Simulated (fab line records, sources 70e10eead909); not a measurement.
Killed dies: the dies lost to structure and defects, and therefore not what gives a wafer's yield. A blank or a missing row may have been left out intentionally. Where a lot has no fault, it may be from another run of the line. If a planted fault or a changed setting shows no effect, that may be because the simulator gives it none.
fab line records -- flow nand-harc
record: lots: 13, wafers: 39, last-day: 23
route steps=1159 shown P_ZERO_WELL@67 P_STI@87 P_GATE@111 P_CONTACT@218 END@1159
lots that met no fault: from a run of the same line without faults
start-h: the number of hours between the record's first day and the start of the first shown wafer of the lot -- wait-h: how many hours have passed since the lot's step before this one -- " identical to the entry in the row above -- L1.1+2: a single row standing in for several wafers -- - either no value or no given start -- * or withheld: withheld -- < > ~ a bound
route shown NAME@n: a module of which the file shows steps, and the number in the route of the first -- usual: mean/standard deviation taken from wafers without a fault -- same: alike in all rows -- chamber/n: place in a boat -- sites: each site's reading -- _std_site: their standard deviation -- _edge_site: mean of outer sites minus mean of inner sites -- radius-mm: how far each site lies from the wafer's centre -- mask NAME#n: copy n -- behind: the last tool/chamber to shape the wafer -- hold: cause of the lot's hold/its duration in hours/its outcome -- device: transistor that didn't switch, given as n, p or np -- end of line: the tests these same wafers got at the end of their route -- for a step that has no rows: nothing shown but its recipe -- killed: the dies lost at the first sort to structure and to defects; this is not the yield of the wafer -- map: the dies of a wafer, with x for killed, . for not killed, _ for no die there
set.NAME: the setting the step ran with; set.NAME@STEP: the setting that earlier step ran with -- model.NAME: the simulator's own value behind a step, which no gauge read
a sample of lots followed through the steps of the route, with each step as a table and each wafer as a row
services: when a tool's chamber went out of use (start-h, in hours from the record's first day, below 0 if earlier), for how many hours, and the reason
== steps ==
step: NHARC_P_ZERO_WELL_RTA_42
recipe: temp-c: 1100, time-s: 300
usual: lamp-power-pct: 38.02/0.12, wafer_temp_C_max: 1105.0/1.2
lot.wafer,tool,chamber,start-h,wait-h,lamp-power-pct,wafer_temp_C_max
L270.1,rtp-anneal-02,0,18.91,-,37.88,1104.2
L270.2,rtp-anneal-02,0,18.91,-,37.85,1104.0
L270.5,rtp-anneal-02,0,18.91,-,37.83,1103.6
L273.3,rtp-anneal-01,0,36.98,-,38.13,1104.5
L273.4,rtp-anneal-01,0,36.98,-,38.13,1108.0
L273.6,rtp-anneal-01,0,36.98,-,38.20,1106.1
L274.2,rtp-anneal-01,0,43.10,-,38.17,1107.4
L274.3,rtp-anneal-01,0,43.10,-,38.16,1103.9
L274.5,rtp-anneal-01,0,43.10,-,38.20,1104.1
L275.2,rtp-anneal-02,0,48.83,-,37.86,1105.2
L275.3,rtp-anneal-02,0,48.83,-,38.00,1103.5
L275.6,rtp-anneal-02,0,48.83,-,37.90,1102.9
L277.1,rtp-anneal-01,0,60.92,-,38.09,1105.9
L277.2,rtp-anneal-01,0,60.92,-,38.09,1106.7
L277.4,rtp-anneal-01,0,60.92,-,38.16,1106.5
L279.1,rtp-anneal-02,0,73.08,-,37.96,1104.4
L279.3,rtp-anneal-02,0,73.08,-,37.92,1102.6
L279.5,rtp-anneal-02,0,73.08,-,37.88,1104.2
L280.1,rtp-anneal-01,0,78.99,-,38.18,1105.2
L280.2,rtp-anneal-01,0,78.99,-,38.14,1105.8
L280.6,rtp-anneal-01,0,78.99,-,38.14,1105.6
L281.1,rtp-anneal-01,0,84.51,-,38.13,1105.2
L281.4,rtp-anneal-01,0,84.51,-,38.11,1107.6
L281.5,rtp-anneal-01,0,84.51,-,38.08,1105.8
L282.1,rtp-anneal-01,0,91.01,-,38.12,1106.1
L282.4,rtp-anneal-01,0,91.01,-,38.12,1105.4
L282.6,rtp-anneal-01,0,91.01,-,38.12,1105.7
L283.2,rtp-anneal-01,0,97.19,-,38.07,1105.8
L283.4,rtp-anneal-01,0,97.19,-,38.07,1105.2
L283.5,rtp-anneal-01,0,97.19,-,38.07,1106.5
L285.1,rtp-anneal-02,0,108.74,-,37.88,1104.2
L285.2,rtp-anneal-02,0,108.74,-,37.76,1106.1
L285.5,rtp-anneal-02,0,108.74,-,37.85,1104.6
L288.1,rtp-anneal-02,0,127.07,-,37.81,1102.6
L288.3,rtp-anneal-02,0,127.07,-,37.90,1104.8
L288.4,rtp-anneal-02,0,127.07,-,37.91,1103.5
L289.1,rtp-anneal-02,0,133.05,-,37.87,1103.1
L289.2,rtp-anneal-02,0,133.05,-,37.88,1105.6
L289.6,rtp-anneal-02,0,133.05,-,37.92,1103.5
step: NHARC_P_STI_DESCUM_14
recipe: time-s: 3, o2-flow-sccm: 200, ar-flow-sccm: 0, bias-power-w: 0, chemistry: O2
usual: drypump-motor-current-A: 5.8/0.45, o2-flow-sccm: 200.0/0.57, oes-product-au: 0.998/0.012, rf-vpp-V: 57.8/0.95, showerhead-plenum-p-Torr: 1.92/0.09, throttle-valve-pct: 11.311/0.0093
lot.wafer,tool,chamber,start-h,wait-h,drypump-motor-current-A,o2-flow-sccm,oes-product-au,rf-hours-counter-h,rf-vpp-V,showerhead-plenum-p-Torr,throttle-valve-pct
L270.1,rie-diel-09,2,32.81,-,5.9,200.2,1.014,3,58.3,2.04,11.301
L270.2,rie-diel-09,3,32.81,-,6.0,199.9,0.982,2,57.7,1.86,11.318
L270.5,rie-diel-09,3,32.81,-,6.0,200.4,0.991,-,58.4,1.86,11.327
L273.3,rie-diel-09,0,49.78,-,5.3,201.7,0.998,3,56.5,1.92,11.305
L273.4,rie-diel-09,3,49.78,-,6.0,200.0,1.000,3,56.2,1.86,11.298
L273.6,rie-diel-09,1,49.78,-,5.0,199.8,0.975,-,58.5,2.07,11.305
L274.3,rie-diel-01,0,59.26,-,6.0,199.8,1.015,3,60.6,2.05,11.303
L274.2,rie-diel-01,2,59.26,-,5.4,199.5,0.984,3,57.2,1.87,11.313
L274.5,rie-diel-01,0,59.26,-,6.0,199.4,1.022,-,58.0,2.05,11.310
L275.3,rie-diel-01,1,66.36,-,5.4,198.9,1.006,3,57.5,1.94,11.329
L275.2,rie-diel-01,2,66.36,-,5.4,199.0,0.989,3,57.4,1.87,11.315
L275.6,rie-diel-01,1,66.36,-,5.4,200.8,1.011,-,58.1,1.94,11.309
L277.2,rie-diel-04,1,77.21,-,6.1,200.3,0.993,9,56.8,1.84,11.314
L277.1,rie-diel-04,3,77.21,-,6.4,199.8,1.008,9,58.7,1.86,11.306
L277.4,rie-diel-04,0,77.21,-,6.0,199.9,0.987,9,58.4,1.81,11.321
L279.1,rie-diel-09,2,92.88,-,5.9,200.2,0.999,0,58.0,2.04,11.311
L279.3,rie-diel-09,3,92.88,-,6.0,199.2,0.978,0,57.6,1.86,11.290
L279.5,rie-diel-09,1,92.88,-,5.0,200.0,0.979,-,57.7,2.07,11.311
L280.1,rie-diel-04,1,93.01,-,6.1,200.0,0.992,10,56.0,1.84,11.302
L280.2,rie-diel-04,3,93.01,-,6.4,200.5,1.010,10,56.9,1.86,11.310
L280.6,rie-diel-04,2,93.01,-,5.1,199.6,1.017,-,56.7,1.96,11.303
L281.4,rie-diel-09,3,100.84,-,6.0,200.3,0.992,0,55.9,1.86,11.302
L281.1,rie-diel-09,1,100.84,-,5.0,199.7,0.992,0,57.8,2.07,11.296
L281.5,rie-diel-09,2,100.84,-,5.9,199.8,0.996,-,58.7,2.04,11.307
L282.4,rie-diel-01,0,108.18,-,6.0,199.1,1.018,5,58.4,2.05,11.323
L282.1,rie-diel-01,2,108.18,-,5.4,199.3,1.005,5,57.5,1.87,11.302
L282.6,rie-diel-01,0,108.18,-,6.0,199.3,1.015,-,58.7,2.05,11.314
L283.2,rie-diel-09,3,113.48,-,6.0,200.4,0.986,1,58.1,1.86,11.299
L283.4,rie-diel-09,1,113.48,-,5.0,200.3,0.967,1,58.2,2.07,11.312
L283.5,rie-diel-09,3,113.48,-,6.0,199.7,0.989,-,57.4,1.86,11.301
L285.2,rie-diel-09,1,129.34,-,5.0,199.5,0.979,1,56.6,2.07,11.297
L285.1,rie-diel-09,3,129.34,-,6.0,200.1,0.977,1,58.5,1.86,11.313
L285.5,rie-diel-09,0,129.34,-,5.3,199.1,1.004,-,55.3,1.92,11.324
L288.1,rie-diel-04,0,144.44,-,6.0,199.8,1.007,2,57.2,1.81,11.310
L288.3,rie-diel-04,2,144.44,-,5.1,199.9,1.013,1,56.5,1.96,11.306
L288.4,rie-diel-04,3,144.44,-,6.4,200.5,0.982,2,58.0,1.86,11.324
L289.2,rie-diel-04,2,149.20,-,5.1,199.8,1.016,2,59.7,1.96,11.303
L289.1,rie-diel-04,0,149.20,-,6.0,200.3,1.008,2,56.4,1.81,11.335
L289.6,rie-diel-04,3,149.20,-,6.4,200.1,0.983,-,57.3,1.86,11.307
step: NHARC_P_GATE_PRECLEAN_70
recipe: time-s: *, temp-c: 50, bath-age-min: 0, chemistry: SC1
usual: run-length-s: *
lot.wafer,tool,chamber,start-h,wait-h,run-length-s
L270.5,wet-bench-02,7,66.05,0.1,*
L270.1,wet-bench-02,0,66.05,0.1,*
L270.2,wet-bench-02,1,66.05,0.1,*
L273.6,wet-bench-02,3,81.75,0.1,*
L273.4,wet-bench-02,6,81.75,0.1,*
L273.3,wet-bench-02,7,81.75,0.1,*
L274.3,wet-bench-07,1,89.07,0.1,*
L274.5,wet-bench-07,2,89.07,0.1,*
L274.2,wet-bench-07,5,89.07,0.1,*
L275.3,wet-bench-02,4,97.18,0.1,*
L275.6,wet-bench-02,6,97.18,0.1,*
L275.2,wet-bench-02,0,97.18,0.1,*
L277.4,wet-bench-02,5,102.38,0.1,*
L277.2,wet-bench-02,7,102.38,0.1,*
L277.1,wet-bench-02,0,102.38,0.1,*
L279.1,wet-bench-02,7,118.31,0.1,*
L279.3,wet-bench-02,1,118.31,0.1,*
L279.5,wet-bench-02,3,118.31,0.1,*
L280.2,wet-bench-01,4,118.38,0.2,*
L280.6,wet-bench-01,7,118.38,0.2,*
L280.1,wet-bench-01,0,118.38,0.2,*
L281.4,wet-bench-02,3,133.50,0.1,*
L281.1,wet-bench-02,4,133.50,0.1,*
L281.5,wet-bench-02,5,133.50,0.1,*
L282.1,wet-bench-07,5,144.59,0.1,*
L282.6,wet-bench-07,6,144.59,0.1,*
L282.4,wet-bench-07,7,144.59,0.1,*
L283.4,wet-bench-01,7,144.68,0.2,*
L283.5,wet-bench-01,1,144.68,0.2,*
L283.2,wet-bench-01,3,144.68,0.2,*
L285.5,wet-bench-07,6,157.99,0.1,*
L285.1,wet-bench-07,7,157.99,0.1,*
L285.2,wet-bench-07,2,157.99,0.1,*
L288.1,wet-bench-02,6,175.77,0.1,*
L288.4,wet-bench-02,1,175.77,0.1,*
L288.3,wet-bench-02,3,175.77,0.1,*
L289.6,wet-bench-01,1,175.88,0.2,*
L289.2,wet-bench-01,5,175.88,0.2,*
L289.1,wet-bench-01,6,175.88,0.2,*
step: NHARC_P_CONTACT_DEP_00
recipe: target-thk-a: 5000, temp-c: 400, pressure-torr: 6.5, rf-w: 900, teos-flow-sccm: 161.4, flow-sccm: 2650, target-thk-nm: 500, gas: O2, material: SiO2
usual: heater-power-w: 570/100, throttle-valve-pct: 16.1/0.44
lot.wafer,tool,chamber,start-h,wait-h,heater-power-w,throttle-valve-pct
L270.2,pecvd-02,0,-,-,659,15.7
L270.1,pecvd-02,1,-,-,597,15.7
L270.5,pecvd-02,0,-,-,510,15.6
L273.3,pecvd-01,1,-,-,492,16.5
L273.6,pecvd-01,2,-,-,415,15.7
L273.4,pecvd-01,0,-,-,586,16.2
L274.2,pecvd-02,1,-,-,587,15.9
L274.3,pecvd-02,2,-,-,760,15.9
L274.5,pecvd-02,1,-,-,601,15.9
L275.2,pecvd-02,1,-,-,567,16.0
L275.3,pecvd-02,2,-,-,618,16.2
L275.6,pecvd-02,0,-,-,637,15.9
L277.2,pecvd-03,1,-,-,536,15.6
L277.1,pecvd-03,2,-,-,449,15.7
L277.4,pecvd-03,0,-,-,654,16.8
L279.3,pecvd-03,0,-,-,643,16.8
L279.1,pecvd-03,1,-,-,590,15.7
L279.5,pecvd-03,0,-,-,525,16.8
L280.2,pecvd-03,1,-,-,638,15.7
L280.1,pecvd-03,2,-,-,472,15.5
L280.6,pecvd-03,0,-,-,635,16.8
L281.1,pecvd-03,2,-,-,518,15.8
L281.4,pecvd-03,2,-,-,556,16.0
L281.5,pecvd-03,0,-,-,639,16.7
L283.2,pecvd-02,0,-,-,702,15.7
L283.5,pecvd-02,1,-,-,464,15.6
L283.4,pecvd-02,2,-,-,750,15.6
L282.1,pecvd-02,0,-,-,564,15.7
L282.6,pecvd-02,0,-,-,610,15.7
L282.4,pecvd-02,2,-,-,581,15.5
L285.1,pecvd-02,2,-,-,751,15.5
L285.2,pecvd-02,1,-,-,572,15.7
L285.5,pecvd-02,0,-,-,535,15.7
L288.3,pecvd-01,1,-,-,465,16.8
L288.1,pecvd-01,2,-,-,452,15.9
L288.4,pecvd-01,1,-,-,480,16.5
L289.2,pecvd-03,2,-,-,449,16.1
L289.1,pecvd-03,0,-,-,672,17.1
L289.6,pecvd-03,0,-,-,511,17.0
step: NHARC_END_SORT_01
recipe: temp-c: 25
usual: killed-at-array: 25/10, killed-at-other: 0.6/0.91, killed-at-periphery: 3.6/2.9, killed-dies: 29/10, killed-open: 3.3/2, killed-short: 1.9/1.5
same: gross-dies: 677
lot.wafer,tool,chamber,start-h,wait-h,killed-at-array,killed-at-other,killed-at-periphery,killed-dies,killed-open,killed-short
L277.1,prober-02,0,483.88,2.5,7,1,3,11,1,1
L277.2,prober-02,0,484.69,2.8,7,1,0,8,3,0
L277.4,prober-02,0,486.29,3.4,7,1,2,10,1,0
L288.1,prober-02,0,548.38,2.5,60,1,1,62,5,1
L288.3,prober-02,0,550.00,3.1,41,0,0,41,5,1
L288.4,prober-02,0,550.81,3.4,32,1,0,33,2,2
killed by level:class
L277.1 A_CHANNEL_HOLE_D1:chamber-film-flake=4 P_CONTACT:chamber-film-flake=2 A_ONON_D1:geometric-particle:short=1 A_M0:geometric-particle:open=1 P_BONDPAD:chamber-film-flake=1 A_STAIRCASE:chamber-film-flake=1 THIN_TSV:chamber-film-flake=1
L277.2 A_STAIRCASE:chamber-film-flake=3 A_ONON_D1:geometric-particle:open=1 A_BLC:geometric-particle:open=1 A_M0:geometric-particle:open=1 A_CHANNEL_HOLE_D1:chamber-film-flake=1 THIN_TSV:chamber-film-flake=1
L277.4 A_CHANNEL_HOLE_D1:chamber-film-flake=4 P_CONTACT:chamber-film-flake=2 A_M0:geometric-particle:open=1 A_WL_FILL:chamber-film-flake=1 A_CONTACT:chamber-film-flake=1 THIN_TSV:chamber-film-flake=1
L288.1 A_CHANNEL_HOLE_D1:chamber-film-flake=26 A_SLIT:chamber-film-flake=18 A_STAIRCASE:chamber-film-flake=8 A_CONTACT:geometric-particle:open=2 A_CONTACT:chamber-film-flake=2 P_M1:geometric-particle:open=1 A_BLC:geometric-particle:open=1 A_M0:geometric-particle:short=1
L288.3 A_SLIT:chamber-film-flake=13 A_CHANNEL_HOLE_D1:chamber-film-flake=10 A_STAIRCASE:chamber-film-flake=10 A_M1:geometric-particle:open=2 A_CONTACT:chamber-film-flake=2 A_ONON_D1:geometric-particle:open=1 A_SLIT:geometric-particle:open=1 A_BLC:geometric-particle:short=1
L288.4 A_CHANNEL_HOLE_D1:chamber-film-flake=12 A_SLIT:chamber-film-flake=10 A_STAIRCASE:chamber-film-flake=5 A_CONTACT:chamber-film-flake=2 A_ONON_D1:geometric-particle:short=1 A_ONON_D1:geometric-particle:open=1 A_SGD_CUT:geometric-particle:short=1 STARTING-WAFER:geometric-particle:open=1
== services ==
tool,chamber,start-h,hours,kind
wet-bench-02,-,4.19,8.0,pm
wet-bench-02,0,12.19,-,consumable-replace:bath
wet-bench-01,-,37.60,8.0,pm
pecvd-02,-,46.62,3.1,repair
pecvd-01,-,56.05,13.0,pm
rie-diel-04,2,59.32,3.2,repair
pecvd-03,-,70.29,0.3,repair
rie-diel-01,-,71.26,0.3,repair
rie-diel-09,-,77.10,9.0,pm
pecvd-02,-,79.05,1.0,repair
rie-diel-01,1,81.11,5.1,repair
pecvd-01,-,81.70,5.9,repair
rie-diel-09,0,88.18,7.6,repair
wet-bench-07,-,96.00,8.0,pm
pecvd-03,-,111.61,13.0,pm
rie-diel-04,-,111.90,9.0,pm
rie-diel-09,0,130.18,6.9,repair
rie-diel-01,-,137.80,9.0,pm
pecvd-03,0,151.72,2.3,repair
pecvd-02,-,153.00,13.0,pm
wet-bench-02,-,180.19,8.0,pm
rie-diel-01,2,194.08,10.1,repair
pecvd-01,-,204.38,0.6,repair
wet-bench-01,-,213.60,8.0,pm
== key ==
first-sign: step: NHARC_P_GATE_PRECLEAN_70, reading: run-length-s, direction: down, sigmas: 24, usual: *, struck: *
effect none on later readings
met-at NHARC_P_GATE_PRECLEAN_70
struck-lots L288
struck-wafers L288.1
tester-left-out L288
not-acting-at NHARC_P_ZERO_WELL_RTA_42,NHARC_P_STI_DESCUM_14,NHARC_P_CONTACT_DEP_00
onset-between 97.18 175.77
fault: kind: process-parameter-drift, tool: wet-bench-02, chamber: 6, onset-h: 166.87, steps: NHARC_P_GATE_PRECLEAN_70, channel: time-s, offset: *, shape: step, end-h: 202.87, acts-in: *, stated: *
tester-left-out: of these lots the tester's yield and bins aren't shown, on N5 and GAA mostly nor the transistor test; their killed dies are dies lost to structure and defects alone, not to doping, threshold or leakage, so they don't give the yield
